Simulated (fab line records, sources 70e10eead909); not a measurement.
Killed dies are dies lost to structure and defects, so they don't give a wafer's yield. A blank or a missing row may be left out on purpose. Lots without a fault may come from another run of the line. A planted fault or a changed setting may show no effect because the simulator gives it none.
fab line records | flow nand_harc
record lots=6 wafers=18 last_day=31
route steps=1302 shown A_WL_FILL@953 END@1302
lots that met no fault: from a run of the same line without faults
start_h: hours from the record's first day to the start of the lot's first wafer shown | wait_h: hours since the lot's step before | " the same as in the row above | L1.1+2: a row that stands for several wafers | - no value, or no start given | * or withheld: withheld | < > ~ a bound
route shown NAME@n: a module of which the file shows steps, and the number in the route of the first | usual: mean/standard deviation of fault-free wafers | same: alike in all rows | chamber/n: place in a boat | sites: the reading at each site | _std_site: their standard deviation | _edge_site: outer sites' mean less inner sites' | radius_mm: how far each site lies from the wafer's centre | mask NAME#n: copy n | behind: the tool/chamber that last shaped the wafer | hold: why the lot was held/for how many hours/how that ended | device: the transistor (n, p or np) that didn't switch | end of line: the same wafers' tests at the end of the route | a step without rows: its recipe alone | killed: dies lost to structure and defects at the first sort, not the wafer's yield | map: a wafer's dies, x killed, . not, _ none there
set.NAME: the setting as run; set.NAME@STEP: as run at that earlier step | model.NAME: the simulator's own value behind a step, which no gauge read
lots at some steps of the route; a table a step, a row a wafer
services: from which hour (start_h, from the record's first day; less than 0 if before it) a tool's chamber was out of use, for how many hours, and why
## steps
# step NHARC_A_WL_FILL_RTA_01
# recipe temp_c=1000 time_s=5
# step NHARC_A_WL_FILL_ALD_02
# recipe target_thk_a=20 pulse_time_s=3 ald_cycles=100 temp_c=450 material=TiN
# usual ald_cycles=100/0 heater_power_w=1112/110 precursor_pulse_height_rel=1.000/0.021
# columns lot.wafer tool chamber start_h wait_h ald_cycles heater_power_w precursor_pulse_height_rel
L220.3 ald_metal-04 0 494.38 0.1 100 1191 1.013
L220.2 " 2 " " 100 969 0.963
L220.5 " 1 " " 100 1089 0.968
L219.2 ald_metal-03 1 494.42 0.2 100 1216 0.999
L219.4 " 2 " " 100 1045 1.001
L219.3 " 3 " " 100 1107 0.982
L227.2 ald_metal-03 2 562.03 0.2 100 1055 1.000
L227.1 " 0 " " 100 1259 1.008
L227.5 " 2 " " 100 1057 0.970
L228.3 ald_metal-03 0 582.32 0.1 100 1213 0.984
L228.4 " 1 " " 100 1231 1.021
L228.5 " 0 " " 100 1222 0.988
L233.3 ald_metal-03 2 631.31 0.1 100 1084 0.994
L233.1 " 3 " " 100 1167 1.010
L233.5 " 2 " " 100 1069 0.960
L234.4 ald_metal-03 3 645.56 0.1 100 1158 0.999
L234.1 " 1 " " 100 1186 1.032
L234.6 " 3 " " 100 1156 1.029
# step NHARC_A_WL_FILL_CVD_03
# recipe target_thk_a=400 temp_c=300 pressure_torr=40 wf6_flow_sccm=40 h2_flow_sccm=1600 ar_flow_sccm=1560 time_s=279 material=W
# usual heater_power_w=482/27 throttle_valve_pct=8.0/0.31
# columns lot.wafer tool chamber start_h wait_h heater_power_w throttle_valve_pct
L219.2 cvd_w-01 1 494.83 0.1 473 7.8
L219.4 " 1 " " 483 7.9
L219.3 " 0 " " 518 7.7
L220.2 cvd_w-02 0 494.87 0.1 460 8.6
L220.3 " 1 " " 456 8.5
L220.5 " 1 " " 456 8.5
L227.1 cvd_w-01 1 562.43 0.1 496 7.8
L227.2 " 0 " " 522 7.9
L227.5 " 0 " " 515 7.8
L228.4 cvd_w-01 1 582.86 0.2 508 7.7
L228.3 " 0 " " 516 7.9
L228.5 " 0 " " 507 7.6
L233.1 cvd_w-01 1 631.75 0.1 504 7.8
L233.3 " 1 " " 488 7.8
L233.5 " 0 " " 508 7.6
L234.1 cvd_w-01 0 646.00 0.1 514 7.8
L234.4 " 1 " " 498 7.7
L234.6 " 0 " " 520 7.7
# step NHARC_A_WL_FILL_ETCHBACK_04
# recipe target_depth_a=600 time_s=120 chemistry=NF3
# usual drypump_motor_current_A=5.4/0.5 oes_product_au=1.000/0.011
# columns lot.wafer tool chamber start_h wait_h drypump_motor_current_A oes_product_au rf_hours_counter_h
L219.2 rie_metal-02 1 495.19 0.3 4.8 0.991 0.5
L219.3 " 1 " " 4.8 0.979 -
L219.4 " 0 " " 5.7 0.985 -
L220.2 rie_metal-03 1 495.22 0.3 6.1 1.010 2.6
L220.3 " 1 " " 6.1 1.018 -
L220.5 " 0 " " 5.0 1.016 -
L227.1 rie_metal-01 0 562.81 0.3 5.7 1.008 2.3
L227.2 " 1 " " 5.0 1.007 2.3
L227.5 " 1 " " 5.0 1.005 -
L228.4 rie_metal-02 0 583.20 0.3 5.7 0.992 -
L228.3 " 1 " " 4.8 0.980 -
L228.5 " 0 " " 5.7 0.996 -
L233.1 rie_metal-01 1 632.16 0.4 5.0 0.995 0.4
L233.3 " 1 " " 5.0 0.989 -
L233.5 " 1 " " 5.0 1.002 -
L234.1 rie_metal-01 0 646.37 0.3 5.7 1.008 0.8
L234.4 " 1 " " 5.0 1.007 -
L234.6 " 1 " " 5.0 1.009 -
# step NHARC_A_WL_FILL_ETCHBACK_05
# recipe target_depth_a=220 time_s=60 temp_c=40 chemistry=Cl2/BCl3
# usual drypump_motor_current_A=5.4/0.5 oes_product_au=1.000/0.011
# columns lot.wafer tool chamber start_h wait_h drypump_motor_current_A oes_product_au rf_hours_counter_h
L220.2 rie_metal-03 0 495.43 0.2 5.0 1.016 2.8
L220.3 " 1 " " 6.1 1.009 -
L220.5 " 1 " " 6.1 1.007 -
L219.2 rie_metal-02 0 495.44 0.2 5.7 0.987 0.7
L219.4 " 0 " " 5.7 0.989 -
L219.3 " 1 " " 4.8 0.990 -
L227.1 rie_metal-01 0 563.05 0.2 5.7 0.992 2.4
L227.2 " 1 " " 5.0 1.013 2.4
L227.5 " 1 " " 5.0 1.007 -
L228.3 rie_metal-02 1 583.40 0.1 4.8 0.992 -
L228.4 " 0 " " 5.7 0.999 -
L228.5 " 0 " " 5.7 0.988 -
L233.1 rie_metal-01 0 632.37 0.2 5.7 1.002 0.5
L233.3 " 1 " " 5.0 0.995 -
L233.5 " 0 " " 5.7 1.006 -
L234.1 rie_metal-01 0 646.62 0.2 5.7 1.006 0.9
L234.4 " 1 " " 5.0 0.990 -
L234.6 " 0 " " 5.7 1.009 -
# step NHARC_A_WL_FILL_STRIP_27
# recipe power_w=1500 temp_c=250 time_s=20 chemistry=N2/H2
# usual drypump_motor_current_A=5.73/0.26 heater_power_w=338/11
# columns lot.wafer tool chamber start_h wait_h drypump_motor_current_A heater_power_w rf_hours_counter_h
L220.2 plasma_asher-01 1 495.88 0.4 5.97 342 30
L220.3 " 0 " " 5.51 361 -
L220.5 " 1 " " 5.97 331 -
L219.2 plasma_asher-01 0 495.99 0.5 5.52 363 30
L219.4 " 0 " " 5.51 358 -
L219.3 " 1 " " 5.99 332 -
L227.1 plasma_asher-02 1 563.19 0.1 6.00 326 28
L227.2 " 0 " " 5.41 329 28
L227.5 " 1 " " 5.98 322 -
L228.4 plasma_asher-02 0 583.56 0.1 5.40 325 -
L228.3 " 1 " " 5.98 321 -
L228.5 " 1 " " 5.96 321 -
L233.1 plasma_asher-02 1 632.51 0.1 5.97 322 3
L233.3 " 1 " " 5.98 332 -
L233.5 " 1 " " 5.97 329 -
L234.1 plasma_asher-01 1 646.77 0.1 5.99 345 25
L234.4 " 0 " " 5.52 341 -
L234.6 " 1 " " 6.00 345 -
# step NHARC_A_WL_FILL_STRIP_28
# recipe time_s=1200 temp_c=72.5 chemistry=post_etch_residue_remover
# step NHARC_A_WL_FILL_PRECLEAN_06
# recipe time_s=300 chemistry=DIW
# step NHARC_A_WL_FILL_SRD_07
# step NHARC_A_WL_FILL_ANNEAL_08
# recipe temp_c=450 time_s=1800
# step NHARC_A_WL_FILL_ALD_10
# recipe target_thk_a=500 pulse_time_s=10 ald_cycles=500 temp_c=300 material=SiO2
# usual ald_cycles=500/0 heater_power_w=467/40 precursor_pulse_height_rel=0.998/0.018
# columns lot.wafer tool chamber start_h wait_h ald_cycles heater_power_w precursor_pulse_height_rel
L219.3 ald_hk-02 2 502.33 0.0 500 386 0.996
L219.4 " 3 " " 500 480 1.006
L219.2 " 0 " " 500 458 0.987
L220.3 ald_hk-04 0 502.83 0.6 500 474 1.009
L220.2 " 1 " " 500 549 0.980
L220.5 " 3 504.36 2.1 500 428 1.008
L227.2 ald_hk-04 1 572.22 0.6 500 557 1.019
L227.1 " 2 " " 463 459 1.016
L227.5 " 0 573.75 2.1 463 482 1.022
L228.4 ald_hk-04 0 589.43 0.6 500 485 0.999
L228.3 " 1 " " 463 536 0.996
L228.5 " 3 591.00 2.2 463 436 0.992
L233.3 ald_hk-01 3 642.80 1.0 500 438 0.979
L233.1 " 2 645.97 4.2 500 529 1.014
L233.5 " 3 647.02 5.2 500 449 1.023
L234.1 ald_hk-01 2 652.54 1.1 500 519 1.017
L234.4 " 0 654.63 3.2 500 494 0.957
L234.6 " 2 656.71 5.3 500 514 0.996
# step NHARC_A_WL_FILL_ETCHBACK_16
# recipe target_depth_a=1200 time_s=24 c4f8_flow_sccm=withheld o2_flow_sccm=8 ar_flow_sccm=withheld rf_w=600 bias_w=800 chemistry=C4F8/O2/Ar
# step NHARC_END_SORT_01
# recipe temp_c=25
# usual killed_at_array=49/18 killed_at_other=0.7/1.1 killed_at_periphery=4.0/2.6 killed_dies=54/19 killed_open=3.4/1.7 killed_short=2.5/1.7
# same gross_dies=677
# columns lot.wafer tool chamber start_h wait_h killed_at_array killed_at_other killed_at_periphery killed_dies killed_open killed_short
L227.5 prober-01 0 661.86 3.7 73 0 2 75 2 1
# killed by level:class
L227.5 A_CHANNEL_HOLE_D1:chamber_film_flake=28 A_SLIT:chamber_film_flake=20 A_CHANNEL_HOLE_D2:chamber_film_flake=11 A_STAIRCASE:chamber_film_flake=4 A_ZERO_WELL:chamber_film_flake=3 A_M0:chamber_film_flake=2 P_GATE:geometric_particle:open=1 A_ONON_D2:geometric_particle:short=1
## services
# columns tool chamber start_h hours kind
cvd_w-02 1 471.99 11.2 repair
ald_metal-04 - 474.00 10.0 pm
cvd_w-02 - 476.01 3.4 repair
ald_hk-01 - 481.47 10.0 pm
plasma_asher-02 - 489.32 10.3 repair
rie_metal-02 - 503.05 0.7 repair
rie_metal-03 - 519.00 9.0 pm
plasma_asher-01 - 519.05 9.0 pm
ald_hk-02 - 528.20 10.0 pm
rie_metal-02 - 530.85 0.4 repair
cvd_w-01 - 547.40 13.0 pm
ald_metal-03 - 561.31 0.4 repair
ald_metal-03 - 568.00 10.0 pm
rie_metal-01 - 575.00 9.0 pm
rie_metal-01 0 575.00 9.0 vent_cycle
rie_metal-01 1 575.00 9.0 vent_cycle
cvd_w-02 - 583.97 0.3 repair
rie_metal-01 0 584.00 - clean
plasma_asher-02 - 603.01 9.0 pm
ald_hk-04 - 611.83 10.0 pm
cvd_w-02 - 631.00 13.0 pm
rie_metal-02 - 631.00 9.0 pm
ald_metal-04 - 652.00 10.0 pm
ald_metal-03 - 652.12 0.4 repair
## key
first_sign step=NHARC_A_WL_FILL_ALD_10 reading=ald_cycles direction=down sigmas=99+ usual=500 struck=463
effect none on later readings
met_at NHARC_A_WL_FILL_ALD_10
struck_wafers L227.1,L227.5,L228.3,L228.5
tester_left_out L227,L228
onset_between 502.83 572.22
fault kind=process_parameter_drift tool=ald_hk-04 chamber=- onset_h=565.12 steps=NHARC_A_WL_FILL_ALD_10 channel=ald_cycles offset=-37 shape=step end_h=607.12 scope=struck_wafers_only acts_in=these_recipes_only stated=500
# tester_left_out: of these lots the tester's yield and bins aren't shown, on N5 and GAA mostly nor the transistor test; their killed dies are dies lost to structure and defects alone, not to doping, threshold or leakage, so they don't give the yield
